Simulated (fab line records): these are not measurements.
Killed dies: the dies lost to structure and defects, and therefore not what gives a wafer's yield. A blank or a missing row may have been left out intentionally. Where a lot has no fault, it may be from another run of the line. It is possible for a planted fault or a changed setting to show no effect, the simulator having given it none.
Matching of chambers ; flow n5-finfet ; N5_SD_EPI_N_LINER_46 on ald-sin-02: 4 sister chambers
The step material SiNx, target thk 3 nm. 18 wafers are shown with their chamber, then 9 later ones without.

## WAFERS, EACH WITH ITS CHAMBER
wafer;chamber;heater-power-w (W)
L078.1;3;904
L078.3;2;849
L078.5;3;887
L083.3;0;886
L083.4;2;843
L083.5;1;809
L085.2;1;799
L085.4;3;893
L085.5;0;919
L089.1;1;824
L089.3;2;858
L089.6;3;885
L090.3;1;792
L090.4;0;932
L090.6;3;878
L092.1;0;910
L092.2;1;818
L092.3;2;854

SIGNATURES (means of the wafers above)
reading;chamber 0;chamber 1;chamber 2;chamber 3;scatter within a chamber
heater-power-w;911.75;808.40;851.00;889.40;12.9
Rule: a wafer lies at a distance from a chamber equal to the root of the sum of squares, over the readings, of (its reading less the chamber's mean, divided by the reading's scatter). The wafer belongs to the nearest chamber; if the next one is less than 2 further off, it can't be placed. The scatter: the root of (the sum of the squares of (reading less its chamber's mean) over the shown wafers, divided by (wafers less chambers)).

## WAFERS WITH NO CHAMBER GIVEN
wafer;heater-power-w (W)
L093.3;848
L093.4;800
L093.6;928
L097.2;849
L097.3;818
L097.6;941
L096.3;830
L096.4;884
L096.6;928

## WHICH CHAMBER EACH ONE RAN IN
wafer;from the rows above;in truth
L093.3;2;2
L093.4;1;1
L093.6;can't be placed: 0 or 3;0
L097.2;2;2
L097.3;can't be placed: 1 or 2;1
L097.6;can't be placed: 0 or 3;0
L096.3;can't be placed: 2 or 1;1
L096.4;can't be placed: 3 or 0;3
L096.6;can't be placed: 0 or 3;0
Correct placement for 3 of the 9. Can't be placed from these rows: 6 (the true chamber is among the candidates in 6). 0 placed wrongly.
